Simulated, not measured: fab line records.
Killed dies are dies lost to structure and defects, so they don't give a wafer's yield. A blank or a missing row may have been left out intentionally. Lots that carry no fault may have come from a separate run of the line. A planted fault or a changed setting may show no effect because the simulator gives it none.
Matching of chambers -- flow n5_finfet -- N5_BEOL_M4_ALD_98 on ald_sin-03: 4 sister chambers
The step deposits SiO2, target thk 2.5 nm, pulse time 1 s, co reactant pulse time 1 s. 4 wafers are shown with their chamber, then 11 later ones without.

== WAFERS, EACH WITH ITS CHAMBER ==
wafer,chamber,heater_power_w (W)
L090.5,0,75
L092.5,3,65
L092.6,2,51
L093.1,1,73

== WAFERS WITHOUT THEIR CHAMBER ==
wafer,heater_power_w (W)
L093.2,51
L093.6,78
L094.1,51
L094.4,71
L094.5,52
L095.1,66
L095.3,77
L095.4,72
L097.2,65
L097.3,53
L097.5,75

== THE CHAMBER EACH PASSED THROUGH ==
wafer,from the rows above,in truth
L093.2,2,2
L093.6,can't be placed: 0 or 1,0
L094.1,2,2
L094.4,can't be placed: 1 or 0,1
L094.5,2,2
L095.1,3,3
L095.3,can't be placed: 0 or 1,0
L095.4,can't be placed: 1 or 0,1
L097.2,3,3
L097.3,2,2
L097.5,can't be placed: 0 or 1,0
Correct placement for 6 of the 11. Cannot be placed on the basis of these rows: 5; the candidates contain the true chamber in 5. Number placed wrongly: 0.
How it was worked out, from the rows above alone: a wafer's distance from a chamber is the root of the sum, over the readings, of the square of ((its reading less the chamber's mean) divided by the reading's scatter). The wafer belongs to the nearest chamber; if the next one is less than 2 further off, it can't be placed. The mean given for a chamber averages the wafers shown for that chamber. The scatter (one wafer shown for each chamber): square how far every hidden wafer sits from the nearest shown wafer, average those squares and take the square root.
